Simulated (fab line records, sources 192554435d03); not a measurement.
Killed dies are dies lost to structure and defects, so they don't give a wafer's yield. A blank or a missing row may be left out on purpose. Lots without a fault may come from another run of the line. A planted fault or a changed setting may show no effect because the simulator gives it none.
A struck lot beside a sound one | flow n5_finfet | 16 steps out of a route of 1938
Sound: wafers L837.1, L837.6. Struck: wafers L824.3, L824.6. (L824.2 of the same lot was not struck and is left out.) The cause comes at the end.
At each step with rows: each side's tool, then ch and its chambers, then its first start. Under that, the readings that differ: sound wafers | struck wafers | difference of the means | sigmas: that difference in standard deviations of wafers without a fault.
alike: readings whose means differ by less than 2 such deviations, and words and numbers that are the same on both sides. not compared: withheld readings, readings that some wafer has no value for, bounds like >300 that may hide the same value, and numbers for which the record gives no deviation and whose values overlap.
The two part at a step that has a row with sigmas, a row that says differs or no value, or rows on one side only. Numbers that don't overlap but have no deviation are shown without sigmas and don't part them. A reading that every wafer of one side lacks parts them only if that side has two wafers or more.

first, 6 steps without rows for these wafers: N5_BEOL_M3_COAT_05 (resist thk 30 nm); N5_BEOL_M3_EBR_07; N5_BEOL_M3_SOFTBAKE_06 (time 60 s); N5_BEOL_M3_EXPOSE_08 (exposes mask M3); N5_BEOL_M3_PEB_09 (peb time 60 s); N5_BEOL_M3_DEVELOP_10 (develop time 30 s).
N5_BEOL_M3_CD_MEAS_11: target cd 17.05 nm.
  sound on cd_sem-03 ch 0, day 12 23:12; struck on cd_sem-02 ch 0, day 9 17:44
  alike: cd_nm
N5_BEOL_M3_OVL_MEAS_12:
  sound on overlay-01 ch 0, day 12 23:14; struck on overlay-01 ch 0, day 9 17:46
  alike: M3_OVL
N5_BEOL_M3_INSPECT_13: inspects for defects (brightfield).
  sound on defect_inspect-01, day 12 23:17; struck on defect_inspect-01, day 9 17:49
  alike: raw_defect_count
N5_BEOL_M3_DESCUM_16: chemistry O2, time 7 s.
  sound on rie_diel-04 ch 3, day 12 23:49; struck on rie_diel-04 ch 0,2, day 9 17:53
  alike: chamber_pressure_mTorr, drypump_motor_current_A, oes_product_au, rf_vpp_V, showerhead_plenum_p_Torr, throttle_valve_pct
  not compared: rf_hours_counter_h
N5_BEOL_M3_ETCH_74: etches underlayer in N2/H2, target depth 6.5 nm, time 5.2 s.
  sound on rie_diel-04 ch 3, day 12 23:51; struck on rie_diel-04 ch 0,2, day 9 17:55
  alike: chamber_pressure_mTorr, drypump_motor_current_A, etch_rf_on_time_s, oes_product_au, rf_vpp_V, showerhead_plenum_p_Torr, throttle_valve_pct
  not compared: rf_hours_counter_h
N5_BEOL_M3_ETCH_63: etches SiARC in CF4, target depth 15.6 nm, time 26 s.
  sound on rie_diel-04 ch 3, day 12 23:52; struck on rie_diel-04 ch 0,2, day 9 17:56
  reading                        | sound       | struck      | difference | sigmas
  chamber_pressure_mTorr (mTorr) | 40.03 40.06 | 39.93 40.00 | -0.08      | -2
  alike: drypump_motor_current_A, etch_rf_on_time_s, oes_product_au, rf_vpp_V, showerhead_plenum_p_Torr, throttle_valve_pct
  not compared: rf_hours_counter_h
N5_BEOL_M3_ETCH_64: etches SOC in N2/H2, target depth 75 nm, overetch 15 nm, time 112.5 s.
  sound on rie_diel-04 ch 3, day 12 23:54; struck on rie_diel-04 ch 0,2, day 9 17:58
  reading                                    | sound   | struck  | difference | sigmas
  model.SiARC_of_BEOL_M3_COAT_62.thk_nm (nm) | 6.6 6.6 | 7.4 7.4 | +0.8       |
  model.BEOL_M3.cd_offset_nm (nm)            | 0.2 0   | -1 -0.6 | -1         |
  alike: chamber_pressure_mTorr, drypump_motor_current_A, oes_product_au, rf_vpp_V, showerhead_plenum_p_Torr, throttle_valve_pct
  not compared: rf_hours_counter_h
then, 1 step without rows for these wafers: N5_BEOL_M3_STRIP_65 (strips in N2/H2).
N5_BEOL_M4_RC_MEAS_101:
  sound on prober-01 ch 0, day 13 19:56; struck on prober-01 ch 0, day 10 09:22
  reading        | sound     | struck    | difference | sigmas
  IOFF_N (nA/um) | 0.17 0.21 | 0.14 0.11 | -0.07      | -2
  ION_N (uA/um)  | 688 697   | 662 658   | -32        | -3
  ION_P (uA/um)  | 467 472   | 452 454   | -16        | -2
  alike: DIBL_N, DIBL_P, IOFF_P, SS_N, SS_P, VT_N, VT_P
-- the record jumps here: 5 days lie between the struck wafers' starts before and after (it left off in module BEOL_M4 and takes up again in module PASSIVATION, whose first step shown is number 1936 of the route) --
N5_PASSIVATION_PROBE_49:
  the record has rows for the struck wafers here (prober-01, day 14 21:43) and none for the sound ones

WHERE THEY PART
First at N5_BEOL_M3_ETCH_63; last, within this record, at N5_PASSIVATION_PROBE_49.

WHY: what the simulator had put in
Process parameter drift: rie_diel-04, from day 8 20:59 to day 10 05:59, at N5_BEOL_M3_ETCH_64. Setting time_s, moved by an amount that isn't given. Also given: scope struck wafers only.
